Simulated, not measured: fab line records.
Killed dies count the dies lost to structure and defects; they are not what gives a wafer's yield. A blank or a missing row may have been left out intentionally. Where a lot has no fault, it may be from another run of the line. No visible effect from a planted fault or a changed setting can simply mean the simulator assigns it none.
fab line records | flow n5Finfet
record: lots: 10 | wafers: 29 | lastDay: 17
route steps=1938 shown FIN_SAQP@101 BEOL_M4@1111
lots untouched by any fault: they come from a run of this same line in which no faults occurred
startH: hours from the record's first day to the start of the lot's first wafer shown | waitH: hours since the lot's step before | " as in the row above | L1.1+2: one row covering several wafers at once | - value missing, or start not given | * or withheld: withheld | < > ~ a bound
route shown NAME@n: a module of which the file shows steps, and the number in the route of the first | usual: mean/standard deviation of fault-free wafers | same: alike in all rows | chamber/n: place in a boat | sites: each site's reading | _std_site: standard deviation across them | _edge_site: the outer-site mean with the inner-site mean subtracted | radiusMm: for every site, how far away it sits from the centre of the wafer | mask NAME#n: copy n | behind: tool/chamber where the wafer was last shaped | hold: the reason the lot was held/the length of the hold in hours/how it ended | device: the transistor (n, p or np) that didn't switch | end of line: tests of these same wafers at the route's end | for a step that has no rows: nothing shown but its recipe | killed: the dies lost at the first sort to structure and to defects; this is not the yield of the wafer | map: dies across one wafer; x = killed, . = not, _ = none there
set.NAME: the setting that was run; set.NAME@STEP: the one run at that earlier step | model.NAME: the simulator's own value behind a step, which no gauge read
one table for each step of the route and one row for each wafer, over a sample of lots
services: a tool's chamber out of use, with start hour (startH, from the record's first day; less than 0 if before it), hours out, and reason
== steps ==
step: N5_FIN_SAQP_THK_MEAS_07
usual: thkNm: 60.0/0.76
lot.wafer | tool         | chamber | startH | waitH | thkNm
L753.3    | filmMetro-02 | -       | 33.08  | 0.1   | 59.7
L753.4    | "            | -       | "      | "     | 59.7
L753.5    | "            | -       | "      | "     | 60.0
L754.2    | filmMetro-01 | -       | 40.08  | 0.1   | 59.4
L754.3    | "            | -       | "      | "     | 59.3
L754.6    | "            | -       | "      | "     | 59.9
L756.3    | filmMetro-02 | -       | 50.94  | 0.1   | 59.4
L756.4    | "            | -       | "      | "     | 60.6
L756.6    | "            | -       | "      | "     | 60.4
L760.2    | filmMetro-02 | -       | 77.12  | 0.1   | 60.1
L760.3    | "            | -       | "      | "     | 60.3
L760.5    | "            | -       | "      | "     | 60.8
L761.1    | filmMetro-02 | -       | 81.69  | 0.1   | 60.3
L761.3    | "            | -       | "      | "     | 60.1
L761.6    | "            | -       | "      | "     | 61.1
L764.5    | filmMetro-01 | -       | 99.26  | 0.0   | 60.5
L764.6    | "            | -       | "      | "     | 60.0
L766.3    | filmMetro-01 | -       | 111.76 | 0.1   | 59.1
L766.4    | "            | -       | "      | "     | 59.8
L766.6    | "            | -       | "      | "     | 59.7
L769.2    | filmMetro-02 | -       | 129.76 | 0.1   | 59.3
L769.4    | "            | -       | "      | "     | 60.3
L769.6    | "            | -       | "      | "     | 61.5
L770.1    | filmMetro-02 | -       | 135.09 | 0.1   | 59.5
L770.2    | "            | -       | "      | "     | 58.8
L770.5    | "            | -       | "      | "     | 60.1
L773.1    | filmMetro-01 | -       | 153.92 | 0.1   | 60.1
L773.2    | "            | -       | "      | "     | 58.8
L773.3    | "            | -       | "      | "     | 60.2
step: N5_FIN_SAQP_PEB_14
recipe: pebTempC: withheld | pebTimeS: 60 | resist: CAR-ArF
usual: resistLineTempC: 23.02/0.12
lot.wafer | tool          | chamber | startH | waitH | resistLineTempC
L753.3    | lithoTrack-01 | 0       | 33.49  | 0.0   | 23.00
L753.4    | "             | 0       | "      | "     | 22.98
L753.5    | "             | 0       | "      | "     | 23.05
L754.2    | lithoTrack-02 | 0       | 40.38  | 0.0   | 23.00
L754.3    | "             | 0       | "      | "     | 23.12
L754.6    | "             | 0       | "      | "     | 22.97
L756.3    | lithoTrack-05 | 0       | 51.24  | 0.0   | 22.99
L756.4    | "             | 0       | "      | "     | 23.14
L756.6    | "             | 0       | "      | "     | 23.09
L760.2    | lithoTrack-02 | 0       | 77.54  | 0.0   | 22.93
L760.3    | "             | 0       | "      | "     | 22.96
L760.5    | "             | 0       | "      | "     | 22.86
L761.1    | lithoTrack-02 | 0       | 81.98  | 0.1   | 23.08
L761.3    | "             | 0       | "      | "     | 23.10
L761.6    | "             | 0       | "      | "     | 23.14
L764.5    | lithoTrack-05 | 0       | 99.55  | 0.0   | 23.05
L764.6    | "             | 0       | "      | "     | 23.09
L766.3    | lithoTrack-05 | 0       | 112.21 | 0.0   | 22.90
L766.4    | "             | 0       | "      | "     | 22.92
L766.6    | "             | 0       | "      | "     | 22.89
L769.2    | lithoTrack-05 | 0       | 130.06 | 0.0   | 22.87
L769.4    | "             | 0       | "      | "     | 22.99
L769.6    | "             | 0       | "      | "     | 23.05
L770.1    | lithoTrack-01 | 0       | 135.38 | 0.1   | 23.04
L770.2    | "             | 0       | "      | "     | 23.13
L770.5    | "             | 0       | "      | "     | 23.03
L773.1    | lithoTrack-01 | 0       | 154.21 | 0.1   | 23.26
L773.2    | "             | 0       | "      | "     | 23.10
L773.3    | "             | 0       | "      | "     | 23.04
step: N5_FIN_SAQP_CD_MEAS_16
recipe: targetCdNm: 35.6 | landingEnergyEv: 500 | detector: seInlens
usual: cdNm: 35.7/0.35
lot.wafer | tool     | chamber | startH | waitH | cdNm
L753.3    | cdSem-02 | 0       | 33.56  | -     | 36.0
L753.4    | "        | 0       | "      | "     | 35.8
L753.5    | "        | 0       | "      | "     | 36.1
L754.2    | cdSem-03 | 0       | 40.44  | -     | 35.9
L754.3    | "        | 0       | "      | "     | 35.2
L754.6    | "        | 0       | "      | "     | 35.7
L756.3    | cdSem-03 | 0       | 51.31  | -     | 36.0
L756.4    | "        | 0       | "      | "     | 36.2
L756.6    | "        | 0       | "      | "     | 35.7
L760.2    | cdSem-01 | 0       | 77.61  | -     | 35.3
L760.3    | "        | 0       | "      | "     | 35.2
L760.5    | "        | 0       | "      | "     | 35.5
L761.1    | cdSem-02 | 0       | 82.05  | -     | 35.4
L761.3    | "        | 0       | "      | "     | 35.8
L761.6    | "        | 0       | "      | "     | 35.6
L764.5    | cdSem-01 | 0       | 99.63  | -     | 37.5
L764.6    | "        | 0       | "      | "     | 36.2
L766.3    | cdSem-02 | 0       | 112.28 | -     | 35.8
L766.4    | "        | 0       | "      | "     | 37.7
L766.6    | "        | 0       | "      | "     | 35.8
L769.2    | cdSem-01 | 0       | 130.13 | -     | 36.0
L769.4    | "        | 0       | "      | "     | 37.4
L769.6    | "        | 0       | "      | "     | 35.9
L770.1    | cdSem-03 | 0       | 135.45 | -     | 35.7
L770.2    | "        | 0       | "      | "     | 35.9
L770.5    | "        | 0       | "      | "     | 36.3
L773.1    | cdSem-02 | 0       | 154.28 | -     | 35.4
L773.2    | "        | 0       | "      | "     | 35.7
L773.3    | "        | 0       | "      | "     | 35.7
step: N5_FIN_SAQP_RECESS_75
recipe: chemistry: HF/NH3 | target: SiO2 | targetDepthA: 144 | afsCycles: 3 | tempC: 30 | sublimationTempC: 180 | sublimationTimeS: 60
usual: drypumpMotorCurrentA: 5.95/0.28 | forelinePTorr: 0.1279/0.00042
lot.wafer | tool         | chamber | startH | waitH | drypumpMotorCurrentA | forelinePTorr
L753.3    | vaporEtch-01 | 1       | 34.60  | 0.3   | 5.98                 | 0.1274
L753.4    | "            | 1       | "      | "     | 6.00                 | 0.1277
L753.5    | "            | 1       | "      | "     | 5.99                 | 0.1279
L754.2    | vaporEtch-02 | 0       | 41.36  | 0.1   | 6.41                 | 0.1282
L754.3    | "            | 0       | "      | "     | 6.38                 | 0.1275
L754.6    | "            | 1       | "      | "     | 5.69                 | 0.1281
L756.3    | vaporEtch-01 | 0       | 52.52  | 0.2   | 5.76                 | 0.1283
L756.4    | "            | 1       | "      | "     | 5.99                 | 0.1281
L756.6    | "            | 0       | "      | "     | 5.77                 | 0.1274
L760.2    | vaporEtch-02 | 0       | 78.79  | 0.0   | 6.43                 | 0.1275
L760.3    | "            | 0       | "      | "     | 6.41                 | 0.1276
L760.5    | "            | 0       | "      | "     | 6.42                 | 0.1280
L761.1    | vaporEtch-02 | 0       | 82.96  | 0.0   | 6.41                 | 0.1283
L761.3    | "            | 1       | "      | "     | 5.64                 | 0.1281
L761.6    | "            | 0       | "      | "     | 6.41                 | 0.1275
L764.5    | vaporEtch-01 | 1       | 100.74 | 0.3   | 6.00                 | 0.1283
L764.6    | "            | 0       | "      | "     | 5.76                 | 0.1270
L766.3    | vaporEtch-02 | 1       | 113.39 | 0.1   | 5.64                 | 0.1279
L766.4    | "            | 0       | "      | "     | 6.39                 | 0.1283
L766.6    | "            | 0       | "      | "     | 6.44                 | 0.1288
L769.2    | vaporEtch-01 | 0       | 131.76 | 0.0   | 5.73                 | 0.1281
L769.4    | "            | 0       | "      | "     | 5.74                 | 0.1275
L769.6    | "            | 0       | "      | "     | 5.74                 | 0.1287
L770.1    | vaporEtch-01 | 0       | 136.31 | 0.0   | 5.75                 | 0.1277
L770.2    | "            | 1       | "      | "     | 5.96                 | 0.1278
L770.5    | "            | 1       | "      | "     | 5.97                 | 0.1279
L773.1    | vaporEtch-01 | 0       | 155.25 | 0.0   | 5.76                 | 0.1275
L773.2    | "            | 1       | "      | "     | 6.01                 | 0.1278
L773.3    | "            | 0       | "      | "     | 5.79                 | 0.1281
step: N5_FIN_SAQP_SPACER1_ALD_24
recipe: material: SiO2 | targetThkA: 203 | tempC: 300 | aldPrecursorFamily: BDEAS | aldCoReactant: O2-plasma | pulseTimeS: 1 | purgeTimeS: 2 | coReactantPurgeTimeS: 2 | aldCycles: 218 | pressureTorr: 2
usual: heaterPowerW: 502/56 | precursorPulseHeightRel: 0.998/0.02
same: coReactantPurgeTimeS: 2
lot.wafer | tool      | chamber | startH | waitH | heaterPowerW | precursorPulseHeightRel
L753.3    | aldSin-01 | 2       | 35.10  | 0.4   | 568          | 1.019
L753.4    | "         | 3       | "      | "     | 465          | 0.947
L753.5    | "         | 3       | "      | "     | 458          | 1.022
L754.2    | aldSin-03 | 0       | 41.74  | 0.3   | 416          | 0.995
L754.3    | "         | 3       | "      | "     | 477          | 1.006
L754.6    | "         | 2       | "      | "     | 523          | 1.028
L756.3    | aldSin-01 | 0       | 53.38  | 0.7   | 513          | 0.981
L756.4    | "         | 1       | "      | "     | 436          | 0.997
L756.6    | "         | 3       | "      | "     | 463          | 1.006
L760.2    | aldSin-04 | 1       | 79.35  | 0.4   | 574          | 1.029
L760.3    | "         | 3       | "      | "     | 570          | 0.981
L760.5    | "         | 3       | "      | "     | 580          | 0.988
L761.1    | aldSin-03 | 0       | 83.35  | 0.3   | 422          | 0.989
L761.3    | "         | 2       | "      | "     | 526          | 0.992
L761.6    | "         | 1       | "      | "     | 543          | 1.044
L764.5    | aldSin-03 | 3       | 101.72 | 0.8   | 472          | 0.997
L764.6    | "         | 2       | "      | "     | 535          | 1.002
L766.3    | aldSin-01 | 0       | 113.74 | 0.2   | 505          | 1.008
L766.4    | "         | 1       | "      | "     | 439          | 1.009
L766.6    | "         | 0       | "      | "     | 506          | 1.007
L769.2    | aldSin-01 | 0       | 132.14 | 0.3   | 510          | 0.990
L769.4    | "         | 3       | "      | "     | 472          | 0.991
L769.6    | "         | 0       | "      | "     | 519          | 0.970
L770.1    | aldSin-04 | 2       | 136.82 | 0.4   | 503          | 0.981
L770.2    | "         | 0       | "      | "     | 416          | 1.018
L770.5    | "         | 3       | "      | "     | 583          | 0.976
L773.1    | aldSin-01 | 3       | 155.74 | 0.4   | 465          | 1.000
L773.2    | "         | 1       | "      | "     | 430          | 0.980
L773.3    | "         | 2       | "      | "     | 556          | 1.016
step: N5_BEOL_M4_RC_MEAS_101
usual: DIBL_N: 36.5/1.8 | DIBL_P: 36.5/2.1 | IOFF_N: 0.17/0.031 | IOFF_P: 0.22/0.036 | ION_N: 677/11 | ION_P: 463/8 | SS_N: 71.6/0.61 | SS_P: 73.3/0.63 | VT_N: 249/3.1 | VT_P: -250/3.3
lot.wafer | tool      | chamber | startH | waitH | DIBL_N[mV/V] | DIBL_P[mV/V] | IOFF_N[nA/um] | IOFF_P[nA/um] | ION_N[uA/um] | ION_P[uA/um] | SS_N[mV/dec] | SS_P[mV/dec] | VT_N[mV] | VT_P[mV]
L753.3    | prober-01 | 0       | 180.90 | 0.3   | 34.9         | 36.3         | 0.16          | 0.17          | 684          | 455          | 71.6         | 73.8         | 249      | -252
L753.4    | "         | 0       | "      | "     | 37.1         | 39.6         | 0.19          | 0.23          | 679          | 464          | 71.9         | 74.0         | 246      | -251
L753.5    | "         | 0       | "      | "     | 34.9         | 36.8         | 0.16          | 0.18          | 673          | 457          | 71.8         | 72.7         | 249      | -255
L754.2    | prober-02 | 0       | 182.71 | 0.2   | 40.8         | 41.5         | 0.23          | 0.26          | 683          | 462          | 72.8         | 74.2         | 245      | -250
L754.3    | "         | 0       | "      | "     | 37.6         | 38.2         | 0.17          | 0.20          | 688          | 465          | 71.1         | 73.7         | 248      | -253
L754.6    | "         | 0       | "      | "     | 37.2         | 36.6         | 0.15          | 0.18          | 675          | 454          | 71.1         | 73.3         | 251      | -255
L756.3    | prober-01 | 0       | 202.24 | 0.3   | 38.5         | 38.5         | 0.21          | 0.26          | 694          | 476          | 72.0         | 73.7         | 242      | -245
L756.4    | "         | 0       | "      | "     | 34.7         | 34.7         | 0.14          | 0.20          | 681          | 468          | 71.0         | 72.8         | 250      | -248
L756.6    | "         | 0       | "      | "     | 36.1         | 35.5         | 0.15          | 0.20          | 679          | 469          | 71.7         | 73.1         | 250      | -249
L760.2    | prober-01 | 0       | 219.91 | 0.2   | 35.8         | 36.4         | 0.17          | 0.23          | 672          | 466          | 71.5         | 73.6         | 248      | -248
L760.3    | "         | 0       | "      | "     | 34.3         | 34.1         | 0.15          | 0.21          | 671          | 465          | 70.8         | 72.8         | 246      | -248
L760.5    | "         | 0       | "      | "     | 36.0         | 36.2         | 0.17          | 0.24          | 672          | 467          | 71.8         | 74.1         | 248      | -245
L761.1    | prober-01 | 0       | 236.67 | 0.0   | 36.4         | 35.0         | 0.18          | 0.20          | 679          | 454          | 71.9         | 72.7         | 246      | -252
L761.3    | "         | 0       | "      | "     | 38.2         | 36.7         | 0.20          | 0.22          | 675          | 452          | 72.8         | 73.5         | 248      | -250
L761.6    | "         | 0       | "      | "     | 37.4         | 35.6         | 0.20          | 0.21          | 672          | 452          | 71.6         | 73.1         | 246      | -252
L764.5    | prober-02 | 0       | 248.06 | 0.6   | 38.4         | 38.9         | 0.19          | 0.23          | 684          | 464          | 72.9         | 74.0         | 248      | -251
L764.6    | "         | 0       | "      | "     | 34.5         | 34.7         | 0.12          | 0.16          | 672          | 462          | 71.4         | 73.6         | 252      | -255
L766.3    | prober-01 | 0       | 265.26 | 0.3   | 38.7         | 39.2         | 0.20          | 0.24          | 682          | 463          | 71.7         | 74.4         | 247      | -250
L766.4    | "         | 0       | "      | "     | 36.5         | 36.5         | 0.16          | 0.19          | 671          | 458          | 71.4         | 73.7         | 250      | -252
L766.6    | "         | 0       | "      | "     | 37.8         | 38.0         | 0.18          | 0.21          | 691          | 462          | 71.4         | 73.2         | 250      | -254
L770.1    | prober-02 | 0       | 274.38 | 0.0   | 37.5         | 38.0         | 0.20          | 0.29          | 688          | 475          | 72.0         | 73.8         | 246      | -242
L770.2    | "         | 0       | "      | "     | 36.0         | 36.8         | 0.18          | 0.27          | 694          | 482          | 71.0         | 73.5         | 246      | -243
L770.5    | "         | 0       | "      | "     | 36.7         | 37.7         | 0.19          | 0.30          | 692          | 478          | 71.7         | 73.9         | 248      | -241
L769.2    | prober-02 | 0       | 277.49 | 0.2   | 38.7         | 39.5         | 0.19          | 0.25          | 680          | 469          | 71.8         | 73.7         | 247      | -249
L769.4    | "         | 0       | "      | "     | 35.6         | 35.4         | 0.13          | 0.19          | 669          | 461          | 71.8         | 73.0         | 253      | -252
L769.6    | "         | 0       | "      | "     | 38.0         | 37.7         | 0.17          | 0.22          | 669          | 460          | 72.6         | 73.1         | 249      | -249
L773.1    | prober-02 | 0       | 312.77 | 0.0   | 36.9         | 37.0         | 0.17          | 0.25          | 673          | 465          | 71.8         | 73.1         | 247      | -246
L773.2    | "         | 0       | "      | "     | 38.9         | 39.9         | 0.21          | 0.29          | 687          | 476          | 72.7         | 73.8         | 247      | -243
L773.3    | "         | 0       | "      | "     | 35.3         | 35.8         | 0.16          | 0.22          | 683          | 472          | 71.2         | 72.8         | 250      | -248
== services ==
tool          | chamber | startH | hours | kind
aldSin-01     | 0       | 12.38  | -     | clean
aldSin-01     | 1       | 12.38  | -     | clean
aldSin-01     | 2       | 12.38  | -     | clean
aldSin-01     | 3       | 12.38  | -     | clean
vaporEtch-01  | 0       | 26.24  | 11.2  | repair
lithoTrack-01 | -       | 39.24  | -     | consumableReplace:filter
aldSin-03     | 1       | 44.20  | 2.4   | repair
aldSin-04     | 2       | 55.52  | 1.4   | repair
lithoTrack-05 | -       | 68.64  | -     | consumableReplace:filter
lithoTrack-05 | -       | 121.52 | -     | consumableReplace:filter
vaporEtch-02  | 1       | 124.84 | 0.8   | repair
aldSin-03     | -       | 130.20 | 1.2   | repair
vaporEtch-02  | 0       | 141.99 | 2.5   | repair
aldSin-01     | 0       | 144.35 | 15.5  | repair
== key ==
firstSign: step: N5_FIN_SAQP_CD_MEAS_16 | reading: cdNm | direction: up | sigmas: 5.2 | usual: 35.7 | struck: 37.5
effect none on later readings
metAt N5_FIN_SAQP_PEB_14
struckLots L764,L766,L769
struckWafers L764.5,L766.4,L769.4
notActingAt N5_FIN_SAQP_THK_MEAS_07,N5_FIN_SAQP_RECESS_75,N5_FIN_SAQP_SPACER1_ALD_24
onsetBetween 51.24 99.55
fault: kind: processParameterDrift | tool: lithoTrack-05 | chamber: - | onsetH: 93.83 | steps: N5_FIN_SAQP_PEB_14 | channel: pebTimeS | offset: * | shape: step | endH: 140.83 | scope: struckWafersOnly | actsIn: * | stated: *
